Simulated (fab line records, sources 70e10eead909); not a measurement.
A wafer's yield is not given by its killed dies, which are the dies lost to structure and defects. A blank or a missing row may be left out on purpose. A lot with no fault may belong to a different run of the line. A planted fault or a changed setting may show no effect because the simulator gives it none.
fab line records -- flow nand_harc
record: lots: 24, wafers: 72, last_day: 29
route steps=1159 shown A_M0@1014 A_M1@1051 A_BONDPAD@1060
lots with no fault: from the same line, run without faults
start_h: start of the lot's first displayed wafer, in hours after the record's first day -- wait_h: how many hours have passed since the lot's step before this one -- " unchanged from the row above -- L1.1+2: a row that stands for several wafers -- - no value, or no start was given -- * or withheld: withheld -- < > ~ a bound
route shown NAME@n: a module of which the file shows steps, and the number in the route of the first -- usual: mean/standard deviation taken from wafers without a fault -- same: alike in all rows -- chamber/n: place in a boat -- sites: the reading at each site -- _std_site: standard deviation of those values -- _edge_site: the outer-site mean with the inner-site mean subtracted -- radius_mm: for every site, how far away it sits from the centre of the wafer -- mask NAME#n: copy n -- behind: the tool/chamber that last shaped the wafer -- hold: why the lot went on hold/how many hours it stayed there/how the hold came to an end -- device: the transistor (n, p or np) that didn't switch -- end of line: the tests these same wafers got at the end of their route -- step lacking rows: just its recipe -- killed: dies that structure and defects cost at the first sort, which is not the same as the wafer's yield -- map: a wafer's dies, marking killed ones x, the rest . and places with no die _
set.NAME: the setting that was run; set.NAME@STEP: the one run at that earlier step -- model.NAME: the simulator's own value behind a step, which no gauge read
route steps across a sampled set of lots; one table per step, one row per wafer
services: the hour from which a tool's chamber was out of use, counted from the record's first day as start_h (under 0 if before that day), plus the number of hours and why
== steps ==
step: NHARC_A_M0_PRE_CLEAN_29
recipe: time_s: 30, temp_c: 280, gas: H2/He
usual: heater_power_w: 422/44
lot.wafer,tool,chamber,start_h,wait_h,heater_power_w
L077.4,pvd_sputter-01,-,-,-,391
L077.1,pvd_sputter-01,-,-,-,496
L077.6,pvd_sputter-01,-,-,-,492
L078.1,pvd_sputter-03,-,-,-,391
L078.3,pvd_sputter-03,-,-,-,396
L078.6,pvd_sputter-03,-,-,-,391
L074.1,pvd_sputter-03,-,-,-,389
L074.6,pvd_sputter-03,-,-,-,377
L074.5,pvd_sputter-03,-,-,-,375
L076.2,pvd_sputter-01,-,-,-,482
L076.1,pvd_sputter-01,-,-,-,466
L076.6,pvd_sputter-01,-,-,-,411
L075.1,pvd_sputter-01,-,-,-,491
L075.2,pvd_sputter-01,-,-,-,465
L075.5,pvd_sputter-01,-,-,-,413
L082.2,pvd_sputter-01,-,-,-,459
L082.1,pvd_sputter-01,-,-,-,486
L082.5,pvd_sputter-01,-,-,-,481
L080.4,pvd_sputter-03,-,-,-,376
L080.5,pvd_sputter-03,-,-,-,395
L080.6,pvd_sputter-03,-,-,-,376
L079.4,pvd_sputter-02,-,-,-,395
L079.5,pvd_sputter-02,-,-,-,518
L079.6,pvd_sputter-02,-,-,-,408
L081.3,pvd_sputter-03,-,-,-,382
L081.2,pvd_sputter-03,-,-,-,387
L081.6,pvd_sputter-03,-,-,-,378
L084.4,pvd_sputter-01,-,-,-,468
L084.2,pvd_sputter-01,-,-,-,400
L084.5,pvd_sputter-01,-,-,-,413
L083.2,pvd_sputter-01,-,-,-,493
L083.3,pvd_sputter-01,-,-,-,483
L083.5,pvd_sputter-01,-,-,-,491
L087.1,pvd_sputter-01,-,-,-,405
L087.2,pvd_sputter-01,-,-,-,400
L087.6,pvd_sputter-01,-,-,-,488
L088.2,pvd_sputter-03,-,-,-,382
L088.4,pvd_sputter-03,-,-,-,378
L088.1,pvd_sputter-03,-,-,-,386
L085.2,pvd_sputter-01,-,-,-,395
L085.1,pvd_sputter-01,-,-,-,492
L085.6,pvd_sputter-01,-,-,-,399
L089.2,pvd_sputter-02,-,-,-,405
L089.4,pvd_sputter-02,-,-,-,536
L089.5,pvd_sputter-02,-,-,-,400
L093.2,pvd_sputter-02,-,-,-,412
L093.1,pvd_sputter-02,-,-,-,399
L093.6,pvd_sputter-02,-,-,-,397
L091.4,pvd_sputter-03,-,-,-,383
L091.6,pvd_sputter-03,-,-,-,386
L091.5,pvd_sputter-03,-,-,-,373
L092.1,pvd_sputter-01,-,-,-,489
L092.2,pvd_sputter-01,-,-,-,466
L092.6,pvd_sputter-01,-,-,-,402
L095.4,pvd_sputter-03,-,-,-,379
L095.2,pvd_sputter-03,-,-,-,380
L095.5,pvd_sputter-03,-,-,-,377
L094.3,pvd_sputter-03,-,-,-,380
L094.1,pvd_sputter-03,-,-,-,383
L094.6,pvd_sputter-03,-,-,-,386
L090.2,pvd_sputter-01,-,-,-,414
L090.1,pvd_sputter-01,-,-,-,411
L090.6,pvd_sputter-01,-,-,-,419
L086.3,pvd_sputter-01,-,-,-,474
L086.1,pvd_sputter-01,-,-,-,495
L086.5,pvd_sputter-01,-,-,-,427
L097.2,pvd_sputter-02,-,-,-,418
L097.1,pvd_sputter-02,-,-,-,519
L097.6,pvd_sputter-02,-,-,-,425
L096.4,pvd_sputter-01,-,-,-,397
L096.1,pvd_sputter-01,-,-,-,487
L096.5,pvd_sputter-01,-,-,-,478
step: NHARC_A_M0_THK_MEAS_24
recipe: thk_meas_gauge: xrf
usual: thk_nm: 113.9/1.3
lot.wafer,tool,chamber,start_h,wait_h,thk_nm
L077.1,film_metro-01,-,527.47,-,114.4
L077.4,film_metro-01,-,527.47,-,113.5
L077.6,film_metro-01,-,527.47,-,113.0
L078.1,film_metro-02,-,535.05,-,113.5
L078.3,film_metro-02,-,535.05,-,113.9
L078.6,film_metro-02,-,535.05,-,111.4
L074.1,film_metro-02,-,538.52,-,113.8
L074.5,film_metro-02,-,538.52,-,113.6
L074.6,film_metro-02,-,538.52,-,115.6
L076.1,film_metro-02,-,538.88,-,114.3
L076.2,film_metro-02,-,538.88,-,110.8
L076.6,film_metro-02,-,538.88,-,112.5
L075.1,film_metro-01,-,539.80,-,115.6
L075.2,film_metro-01,-,539.80,-,113.2
L075.5,film_metro-01,-,539.80,-,113.9
L082.1,film_metro-02,-,540.69,-,112.8
L082.2,film_metro-02,-,540.69,-,112.7
L082.5,film_metro-02,-,540.69,-,113.4
L080.4,film_metro-01,-,547.42,-,113.6
L080.5,film_metro-01,-,547.42,-,112.8
L080.6,film_metro-01,-,547.42,-,111.3
L079.4,film_metro-01,-,551.47,-,113.8
L079.5,film_metro-01,-,551.47,-,114.3
L079.6,film_metro-01,-,551.47,-,114.3
L081.2,film_metro-01,-,551.90,-,115.0
L081.3,film_metro-01,-,551.90,-,112.4
L081.6,film_metro-01,-,551.90,-,112.6
L084.2,film_metro-02,-,552.35,-,115.2
L084.4,film_metro-02,-,552.35,-,114.7
L084.5,film_metro-02,-,552.35,-,116.0
L083.2,film_metro-01,-,553.52,-,113.3
L083.3,film_metro-01,-,553.52,-,112.7
L083.5,film_metro-01,-,553.52,-,114.7
L087.1,film_metro-01,-,557.96,-,114.4
L087.2,film_metro-01,-,557.96,-,115.5
L087.6,film_metro-01,-,557.96,-,114.1
L088.1,film_metro-02,-,581.62,-,114.1
L088.2,film_metro-02,-,581.62,-,115.2
L088.4,film_metro-02,-,581.62,-,115.8
L085.1,film_metro-01,-,581.93,-,113.9
L085.2,film_metro-01,-,581.93,-,114.2
L085.6,film_metro-01,-,581.93,-,115.9
L089.2,film_metro-02,-,583.01,-,111.5
L089.4,film_metro-02,-,583.01,-,113.6
L089.5,film_metro-02,-,583.01,-,114.9
L093.1,film_metro-01,-,583.71,-,114.5
L093.2,film_metro-01,-,583.71,-,114.2
L093.6,film_metro-01,-,583.71,-,114.0
L091.4,film_metro-02,-,584.03,-,114.9
L091.5,film_metro-02,-,584.03,-,110.2
L091.6,film_metro-02,-,584.03,-,111.6
L092.1,film_metro-02,-,584.13,-,114.9
L092.2,film_metro-02,-,584.13,-,115.2
L092.6,film_metro-02,-,584.13,-,116.3
L095.2,film_metro-02,-,588.79,-,113.1
L095.4,film_metro-02,-,588.79,-,114.1
L095.5,film_metro-02,-,588.79,-,112.5
L094.1,film_metro-02,-,590.14,-,115.1
L094.3,film_metro-02,-,590.14,-,111.4
L094.6,film_metro-02,-,590.14,-,115.6
L090.1,film_metro-02,-,595.20,-,113.7
L090.2,film_metro-02,-,595.20,-,111.6
L090.6,film_metro-02,-,595.20,-,114.6
L086.1,film_metro-01,-,604.30,-,112.7
L086.3,film_metro-01,-,604.30,-,114.5
L086.5,film_metro-01,-,604.30,-,113.8
L097.1,film_metro-01,-,614.94,-,112.4
L097.2,film_metro-01,-,614.94,-,116.7
L097.6,film_metro-01,-,614.94,-,115.5
L096.1,film_metro-02,-,616.05,-,114.2
L096.4,film_metro-02,-,616.05,-,115.5
L096.5,film_metro-02,-,616.05,-,114.2
step: NHARC_A_M1_ANNEAL_31
recipe: temp_c: 225, time_s: 90
usual: wafer_temp_C_max: 226.1/0.3
lot.wafer,tool,chamber,start_h,wait_h,wafer_temp_C_max
L077.1,rtp_anneal-02,0,530.84,-,226.4
L077.4,rtp_anneal-02,0,530.84,-,226.7
L077.6,rtp_anneal-02,0,530.84,-,226.1
L078.1,rtp_anneal-01,0,538.82,0.3,226.6
L078.3,rtp_anneal-01,0,538.82,0.3,226.0
L078.6,rtp_anneal-01,0,538.82,0.3,225.8
L074.1,rtp_anneal-01,0,541.99,0.3,226.3
L074.5,rtp_anneal-01,0,541.99,0.3,226.5
L074.6,rtp_anneal-01,0,541.99,0.3,226.4
L076.1,rtp_anneal-02,0,542.36,-,226.0
L076.2,rtp_anneal-02,0,542.36,-,226.2
L076.6,rtp_anneal-02,0,542.36,-,225.9
L075.1,rtp_anneal-02,0,543.29,-,225.9
L075.2,rtp_anneal-02,0,543.29,-,226.0
L075.5,rtp_anneal-02,0,543.29,-,226.0
L082.1,rtp_anneal-02,0,544.32,-,226.0
L082.2,rtp_anneal-02,0,544.32,-,225.7
L082.5,rtp_anneal-02,0,544.32,-,225.9
L080.4,rtp_anneal-01,0,551.30,-,226.6
L080.5,rtp_anneal-01,0,551.30,-,226.2
L080.6,rtp_anneal-01,0,551.30,-,226.2
L079.4,rtp_anneal-02,0,555.01,0.3,226.1
L079.5,rtp_anneal-02,0,555.01,0.3,225.9
L079.6,rtp_anneal-02,0,555.01,0.3,225.8
L081.2,rtp_anneal-01,0,555.47,0.3,226.2
L081.3,rtp_anneal-01,0,555.47,0.3,226.5
L081.6,rtp_anneal-01,0,555.47,0.3,226.1
L084.2,rtp_anneal-02,0,555.81,0.4,225.8
L084.4,rtp_anneal-02,0,555.81,0.4,225.9
L084.5,rtp_anneal-02,0,555.81,0.4,225.9
L083.2,rtp_anneal-02,0,556.95,-,225.9
L083.3,rtp_anneal-02,0,556.95,-,225.9
L083.5,rtp_anneal-02,0,556.95,-,225.8
L087.1,rtp_anneal-02,0,561.63,-,225.9
L087.2,rtp_anneal-02,0,561.63,-,226.0
L087.6,rtp_anneal-02,0,561.63,-,225.8
L088.1,rtp_anneal-01,0,585.20,0.3,226.0
L088.2,rtp_anneal-01,0,585.20,0.3,226.2
L088.4,rtp_anneal-01,0,585.20,0.3,226.5
L085.1,rtp_anneal-02,0,585.44,0.3,225.5
L085.2,rtp_anneal-02,0,585.44,0.3,226.0
L085.6,rtp_anneal-02,0,585.44,0.3,225.4
L089.2,rtp_anneal-02,0,586.57,0.3,226.0
L089.4,rtp_anneal-02,0,586.57,0.3,225.9
L089.5,rtp_anneal-02,0,586.57,0.3,226.2
L093.1,rtp_anneal-01,0,587.81,-,226.5
L093.2,rtp_anneal-01,0,587.81,-,226.1
L093.6,rtp_anneal-01,0,587.81,-,226.7
L092.1,rtp_anneal-01,0,588.65,0.4,226.4
L092.2,rtp_anneal-01,0,588.65,0.4,226.5
L092.6,rtp_anneal-01,0,588.65,0.4,226.5
L091.4,rtp_anneal-02,0,588.93,-,226.0
L091.5,rtp_anneal-02,0,588.93,-,225.8
L091.6,rtp_anneal-02,0,588.93,-,226.3
L095.2,rtp_anneal-02,0,592.33,0.3,225.8
L095.4,rtp_anneal-02,0,592.33,0.3,225.9
L095.5,rtp_anneal-02,0,592.33,0.3,225.7
L094.1,rtp_anneal-02,0,593.86,0.3,226.3
L094.3,rtp_anneal-02,0,593.86,0.3,226.0
L094.6,rtp_anneal-02,0,593.86,0.3,225.9
L090.1,rtp_anneal-02,0,598.89,-,226.2
L090.2,rtp_anneal-02,0,598.89,-,226.0
L090.6,rtp_anneal-02,0,598.89,-,226.3
L086.1,rtp_anneal-01,0,607.67,0.3,226.1
L086.3,rtp_anneal-01,0,607.67,0.3,226.4
L086.5,rtp_anneal-01,0,607.67,0.3,226.4
L097.1,rtp_anneal-02,0,618.35,0.3,226.3
L097.2,rtp_anneal-02,0,618.35,0.3,226.5
L097.6,rtp_anneal-02,0,618.35,0.3,226.0
L096.1,rtp_anneal-02,0,619.64,0.4,225.9
L096.4,rtp_anneal-02,0,619.64,0.4,225.7
L096.5,rtp_anneal-02,0,619.64,0.4,225.9
step: NHARC_A_M1_INSPECT_27
usual: raw_defect_count: 440/110
lot.wafer,tool,chamber,start_h,wait_h,raw_defect_count
L077.1,defect_inspect-02,-,531.65,0.0,357
L077.4,defect_inspect-02,-,531.65,0.0,525
L077.6,defect_inspect-02,-,531.65,0.0,370
L078.1,defect_inspect-01,-,539.63,0.0,499
L078.3,defect_inspect-01,-,539.63,0.0,453
L078.6,defect_inspect-01,-,539.63,0.0,456
L074.1,defect_inspect-02,-,542.80,0.0,543
L074.5,defect_inspect-02,-,542.80,0.0,372
L074.6,defect_inspect-02,-,542.80,0.0,484
L076.1,defect_inspect-01,-,543.17,0.0,306
L076.2,defect_inspect-01,-,543.17,0.0,301
L076.6,defect_inspect-01,-,543.17,0.0,262
L075.1,defect_inspect-01,-,544.10,0.0,323
L075.2,defect_inspect-01,-,544.10,0.0,322
L075.5,defect_inspect-01,-,544.10,0.0,372
L082.1,defect_inspect-01,-,545.15,0.0,379
L082.2,defect_inspect-01,-,545.15,0.0,315
L082.5,defect_inspect-01,-,545.15,0.0,255
L080.4,defect_inspect-02,-,551.96,0.0,439
L080.5,defect_inspect-02,-,551.96,0.0,325
L080.6,defect_inspect-02,-,551.96,0.0,362
L079.4,defect_inspect-02,-,555.68,0.0,568
L079.5,defect_inspect-02,-,555.68,0.0,618
L079.6,defect_inspect-02,-,555.68,0.0,710
L081.2,defect_inspect-01,-,556.24,0.0,481
L081.3,defect_inspect-01,-,556.24,0.0,375
L081.6,defect_inspect-01,-,556.24,0.0,458
L084.2,defect_inspect-01,-,556.58,0.0,478
L084.4,defect_inspect-01,-,556.58,0.0,385
L084.5,defect_inspect-01,-,556.58,0.0,337
L083.2,defect_inspect-01,-,557.71,0.0,418
L083.3,defect_inspect-01,-,557.71,0.0,433
L083.5,defect_inspect-01,-,557.71,0.0,475
L087.1,defect_inspect-02,-,562.44,0.0,358
L087.2,defect_inspect-02,-,562.44,0.0,266
L087.6,defect_inspect-02,-,562.44,0.0,485
L088.1,defect_inspect-02,-,586.01,0.0,686
L088.2,defect_inspect-02,-,586.01,0.0,469
L088.4,defect_inspect-02,-,586.01,0.0,422
L085.1,defect_inspect-02,-,586.27,0.1,528
L085.2,defect_inspect-02,-,586.27,0.1,583
L085.6,defect_inspect-02,-,586.27,0.1,476
L089.2,defect_inspect-01,-,587.34,0.0,411
L089.4,defect_inspect-01,-,587.34,0.0,409
L089.5,defect_inspect-01,-,587.34,0.0,484
L093.1,defect_inspect-02,-,588.63,0.0,480
L093.2,defect_inspect-02,-,588.63,0.0,461
L093.6,defect_inspect-02,-,588.63,0.0,430
L092.1,defect_inspect-02,-,589.47,0.0,683
L092.2,defect_inspect-02,-,589.47,0.0,659
L092.6,defect_inspect-02,-,589.47,0.0,563
L091.4,defect_inspect-02,-,589.64,0.0,389
L091.5,defect_inspect-02,-,589.64,0.0,376
L091.6,defect_inspect-02,-,589.64,0.0,330
L095.2,defect_inspect-01,-,593.09,0.0,277
L095.4,defect_inspect-01,-,593.09,0.0,519
L095.5,defect_inspect-01,-,593.09,0.0,314
L094.1,defect_inspect-01,-,594.68,0.0,380
L094.3,defect_inspect-01,-,594.68,0.0,455
L094.6,defect_inspect-01,-,594.68,0.0,404
L090.1,defect_inspect-02,-,599.70,0.0,480
L090.2,defect_inspect-02,-,599.70,0.0,437
L090.6,defect_inspect-02,-,599.70,0.0,384
L086.1,defect_inspect-01,-,608.49,0.0,561
L086.3,defect_inspect-01,-,608.49,0.0,384
L086.5,defect_inspect-01,-,608.49,0.0,433
L097.1,defect_inspect-02,-,619.17,0.0,411
L097.2,defect_inspect-02,-,619.17,0.0,468
L097.6,defect_inspect-02,-,619.17,0.0,331
L096.1,defect_inspect-02,-,620.46,0.0,397
L096.4,defect_inspect-02,-,620.46,0.0,443
L096.5,defect_inspect-02,-,620.46,0.0,441
step: NHARC_A_BONDPAD_CMP_29
recipe: target_thk_nm: 200, material: SiCN
usual: motor_current_A: 11.8/1.5, slurry_filter_dp_kPa: 13.51/0.14
lot.wafer,tool,chamber,start_h,wait_h,motor_current_A,slurry_filter_dp_kPa
L077.4,cmp-04,0,532.83,-,11.2,13.34
L077.1,cmp-04,3,532.83,-,12.7,13.78
L077.6,cmp-04,1,532.83,-,11.7,13.65
L078.1,cmp-03,0,540.79,-,9.5,13.55
L078.3,cmp-03,2,540.79,-,11.1,13.52
L078.6,cmp-03,3,540.79,-,14.8,13.36
L074.1,cmp-02,2,543.96,-,13.0,13.67
L074.6,cmp-02,0,543.96,-,14.0,13.29
L074.5,cmp-02,1,543.96,-,10.9,13.48
L076.1,cmp-03,2,544.33,-,11.0,13.47
L076.2,cmp-03,3,544.33,-,15.2,13.29
L076.6,cmp-03,0,544.33,-,9.9,13.60
L075.2,cmp-03,2,545.36,-,11.4,13.71
L075.1,cmp-03,3,545.36,-,14.8,13.53
L075.5,cmp-03,0,545.36,-,9.7,13.45
L082.1,cmp-04,2,546.30,-,13.1,13.45
L082.2,cmp-04,3,546.30,-,11.9,13.55
L082.5,cmp-04,0,546.30,-,11.2,13.54
L080.4,cmp-04,3,553.08,-,12.7,13.76
L080.5,cmp-04,2,553.08,-,13.3,13.64
L080.6,cmp-04,3,553.08,-,11.9,13.35
L079.4,cmp-03,3,556.79,-,14.3,13.69
L079.6,cmp-03,3,556.79,-,15.2,13.56
L079.5,cmp-03,0,556.79,-,10.2,13.36
L081.3,cmp-03,1,557.35,-,10.6,13.78
L081.2,cmp-03,2,557.35,-,10.9,13.45
L081.6,cmp-03,2,557.35,-,11.1,13.41
L084.4,cmp-04,0,557.73,-,12.3,13.47
L084.2,cmp-04,2,557.73,-,12.8,13.47
L084.5,cmp-04,0,557.73,-,11.7,13.57
L083.2,cmp-02,0,558.89,-,14.1,13.64
L083.3,cmp-02,1,558.89,-,11.2,13.67
L083.5,cmp-02,3,558.89,-,11.2,13.57
L087.1,cmp-02,0,563.69,-,13.9,13.59
L087.2,cmp-02,3,563.69,-,11.0,13.49
L087.6,cmp-02,1,563.69,-,10.7,13.24
L088.1,cmp-04,0,587.13,-,11.6,13.57
L088.2,cmp-04,2,587.13,-,12.9,13.49
L088.4,cmp-04,3,587.13,-,11.8,13.39
L085.2,cmp-03,1,587.38,-,10.5,13.76
L085.1,cmp-03,2,587.38,-,11.2,13.52
L085.6,cmp-03,1,587.38,-,10.7,13.38
L089.2,cmp-02,1,588.47,-,10.8,13.80
L089.4,cmp-02,3,588.47,-,11.2,13.59
L089.5,cmp-02,1,588.47,-,10.7,13.35
L093.2,cmp-03,2,589.79,-,11.4,13.38
L093.1,cmp-03,3,589.79,-,13.7,13.52
L093.6,cmp-03,1,589.79,-,10.8,13.47
L092.1,cmp-02,1,590.80,-,10.6,13.49
L092.2,cmp-02,2,590.80,-,12.9,13.75
L092.6,cmp-02,2,590.80,-,12.8,13.60
L091.4,cmp-03,2,591.05,-,11.2,13.42
L091.5,cmp-03,1,591.05,-,10.8,13.53
L091.6,cmp-03,2,591.05,-,11.3,13.38
L095.2,cmp-03,1,594.20,-,11.1,13.38
L095.4,cmp-03,2,594.20,-,11.0,13.39
L095.5,cmp-03,1,594.20,-,10.6,13.76
L094.1,cmp-02,2,595.82,-,13.0,13.56
L094.3,cmp-02,3,595.82,-,11.1,13.69
L094.6,cmp-02,2,595.82,-,12.5,13.42
L090.2,cmp-03,0,600.87,-,9.7,13.53
L090.1,cmp-03,1,600.87,-,10.5,13.40
L090.6,cmp-03,3,600.87,-,14.6,13.61
L086.3,cmp-03,2,609.72,-,11.1,13.24
L086.1,cmp-03,3,609.72,-,15.0,13.61
L086.5,cmp-03,1,609.72,-,11.0,13.32
L097.2,cmp-04,2,620.30,-,13.6,13.49
L097.1,cmp-04,3,620.30,-,12.6,13.65
L097.6,cmp-04,2,620.30,-,13.3,13.46
L096.1,cmp-04,0,621.59,-,11.3,13.58
L096.4,cmp-04,1,621.59,-,12.1,13.46
L096.5,cmp-04,3,621.59,-,12.5,13.25
step: NHARC_A_BONDPAD_THK_MEAS_20
recipe: thk_meas_gauge: xrf
usual: thk_nm: 169.9/1.5
lot.wafer,tool,chamber,start_h,wait_h,thk_nm
L077.1,film_metro-02,-,536.38,-,169.3
L077.4,film_metro-02,-,536.38,-,169.1
L077.6,film_metro-02,-,536.38,-,170.9
L078.1,film_metro-02,-,544.14,-,172.1
L078.3,film_metro-02,-,544.14,-,169.5
L078.6,film_metro-02,-,544.14,-,168.3
L074.1,film_metro-01,-,547.25,-,170.7
L074.5,film_metro-01,-,547.25,-,171.7
L074.6,film_metro-01,-,547.25,-,170.7
L076.1,film_metro-02,-,547.77,-,170.3
L076.2,film_metro-02,-,547.77,-,169.5
L076.6,film_metro-02,-,547.77,-,169.6
L075.1,film_metro-01,-,548.57,-,168.5
L075.2,film_metro-01,-,548.57,-,168.0
L075.5,film_metro-01,-,548.57,-,167.3
L082.1,film_metro-02,-,549.52,-,166.8
L082.2,film_metro-02,-,549.52,-,169.2
L082.5,film_metro-02,-,549.52,-,172.0
L080.4,film_metro-01,-,556.82,-,171.3
L080.5,film_metro-01,-,556.82,-,169.2
L080.6,film_metro-01,-,556.82,-,172.3
L079.4,film_metro-02,-,560.22,-,170.6
L079.5,film_metro-02,-,560.22,-,170.2
L079.6,film_metro-02,-,560.22,-,169.6
L081.2,film_metro-01,-,560.74,-,169.8
L081.3,film_metro-01,-,560.74,-,170.8
L081.6,film_metro-01,-,560.74,-,167.7
L084.2,film_metro-01,-,561.24,-,170.5
L084.4,film_metro-01,-,561.24,-,168.7
L084.5,film_metro-01,-,561.24,-,171.8
L083.2,film_metro-01,-,562.53,-,171.4
L083.3,film_metro-01,-,562.53,-,171.1
L083.5,film_metro-01,-,562.53,-,169.1
L087.1,film_metro-02,-,567.04,-,171.7
L087.2,film_metro-02,-,567.04,-,169.9
L087.6,film_metro-02,-,567.04,-,169.3
L088.1,film_metro-01,-,590.58,-,166.9
L088.2,film_metro-01,-,590.58,-,169.0
L088.4,film_metro-01,-,590.58,-,170.2
L085.1,film_metro-01,-,590.80,-,172.7
L085.2,film_metro-01,-,590.80,-,172.0
L085.6,film_metro-01,-,590.80,-,170.8
L089.2,film_metro-02,-,592.37,-,168.6
L089.4,film_metro-02,-,592.37,-,169.9
L089.5,film_metro-02,-,592.37,-,168.9
L093.1,film_metro-01,-,593.23,-,168.5
L093.2,film_metro-01,-,593.23,-,170.7
L093.6,film_metro-01,-,593.23,-,168.4
L092.1,film_metro-02,-,594.17,-,170.7
L092.2,film_metro-02,-,594.17,-,171.9
L092.6,film_metro-02,-,594.17,-,172.3
L091.4,film_metro-01,-,594.48,-,171.6
L091.5,film_metro-01,-,594.48,-,169.8
L091.6,film_metro-01,-,594.48,-,170.0
L095.2,film_metro-02,-,597.73,-,169.7
L095.4,film_metro-02,-,597.73,-,169.4
L095.5,film_metro-02,-,597.73,-,169.7
L094.1,film_metro-02,-,599.16,-,168.2
L094.3,film_metro-02,-,599.16,-,168.9
L094.6,film_metro-02,-,599.16,-,169.9
L090.1,film_metro-02,-,604.17,-,169.3
L090.2,film_metro-02,-,604.17,-,167.3
L090.6,film_metro-02,-,604.17,-,169.4
L086.1,film_metro-02,-,613.41,-,168.0
L086.3,film_metro-02,-,613.41,-,170.6
L086.5,film_metro-02,-,613.41,-,171.0
L097.1,film_metro-02,-,623.74,-,171.9
L097.2,film_metro-02,-,623.74,-,168.7
L097.6,film_metro-02,-,623.74,-,171.7
L096.1,film_metro-02,-,625.00,-,168.4
L096.4,film_metro-02,-,625.00,-,169.8
L096.5,film_metro-02,-,625.00,-,170.9
== services ==
tool,chamber,start_h,hours,kind
pvd_sputter-01,-,514.03,10.0,pm
pvd_sputter-03,-,518.33,1.3,repair
cmp-02,-,520.52,4.0,pm
cmp-02,-,524.52,-,consumable_replace:conditioner
cmp-02,-,524.52,-,consumable_replace:pad
cmp-03,-,548.05,4.0,pm
cmp-03,-,552.05,-,consumable_replace:conditioner
cmp-03,-,552.05,-,consumable_replace:pad
cmp-04,-,556.50,0.4,repair
pvd_sputter-02,-,570.07,10.0,pm
cmp-02,-,576.39,1.8,repair
cmp-04,-,595.14,4.0,pm
cmp-04,-,599.14,-,consumable_replace:conditioner
cmp-04,-,599.14,-,consumable_replace:pad
cmp-04,-,604.20,1.6,repair
cmp-02,-,618.52,4.0,pm
== key ==
fault none
